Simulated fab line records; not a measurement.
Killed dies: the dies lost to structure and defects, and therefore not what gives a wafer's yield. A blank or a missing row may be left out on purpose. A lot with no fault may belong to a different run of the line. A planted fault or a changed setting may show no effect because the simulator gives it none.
Chamber matching	flow nandHarc	NHARC_A_CHANNEL_HOLE_D1_DEP_01 on pecvd-03 has 3 sister chambers
The step deposits SiON, target thk 140 nm. 20 wafers are shown with their chamber, then 10 later ones without.

WAFERS PAIRED WITH THEIR CHAMBERS
wafer	chamber	rfFwdPowerW (W)	susceptorTempC (C)	heaterPowerW (W)
L079.1	0	349.1	400.27	825
L079.3	2	346.1	399.94	848
L079.5	0	347.9	400.04	819
L081.2	2	348.6	399.94	739
L081.3	1	347.1	400.14	880
L081.5	1	348.4	399.98	856
L082.2	0	348.8	399.92	809
L082.5	2	348.5	399.93	704
L082.6	0	349.8	399.94	841
L083.2	1	348.3	400.18	837
L083.3	2	348.6	399.83	809
L083.5	0	349.5	399.75	808
L084.4	2	349.5	400.06	857
L084.5	1	348.4	399.42	857
L084.6	0	348.9	400.14	805
L086.1	2	347.1	399.68	794
L086.2	0	349.9	400.42	740
L086.6	0	347.8	400.48	759
L087.1	1	349.1	399.93	755
L087.2	2	346.9	399.98	830

SIGNATURES (means of the wafers above)
reading	chamber 0	chamber 1	chamber 2	scatter within a chamber
rfFwdPowerW	348.962	348.260	347.900	0.948
susceptorTempC	400.1200	399.9300	399.9086	0.232
heaterPowerW	800.75	837.00	797.29	46.6
Rule: for each reading, subtract the chamber's mean from the wafer's reading, divide by that reading's scatter and square the result; add these up over the readings and take the root, which gives the wafer's distance from the chamber. If the next closest chamber is less than 2 further off than the closest, the wafer can't be placed; otherwise it belongs to the closest. The scatter is the square root of a quotient: the sum, over the shown wafers, of each reading's squared deviation from its chamber's mean, divided by wafers minus chambers.

WAFERS WITH NO CHAMBER GIVEN
wafer	rfFwdPowerW (W)	susceptorTempC (C)	heaterPowerW (W)
L087.3	348.1	400.02	796
L089.2	348.1	400.13	777
L089.4	347.7	400.10	826
L089.5	347.9	399.99	764
L094.2	347.9	399.80	882
L094.4	348.8	400.17	775
L094.6	348.7	400.24	892
L095.3	349.0	400.05	843
L095.4	348.3	400.19	710
L095.5	347.8	400.04	837

EACH ONE'S CHAMBER
wafer	from the rows above	in truth
L087.3	can't be placed: 2 or 1 or 0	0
L089.2	can't be placed: 0 or 2 or 1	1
L089.4	can't be placed: 1 or 2 or 0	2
L089.5	can't be placed: 2 or 0 or 1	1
L094.2	can't be placed: 1 or 2 or 0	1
L094.4	can't be placed: 0 or 2 or 1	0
L094.6	can't be placed: 1 or 0 or 2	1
L095.3	can't be placed: 1 or 0 or 2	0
L095.4	can't be placed: 0 or 2 or 1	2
L095.5	can't be placed: 1 or 2 or 0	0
Correctly placed: 0 of 10. From these rows, 10 cannot be placed; in 10 the true chamber is one of the candidates. 0 placed wrongly.
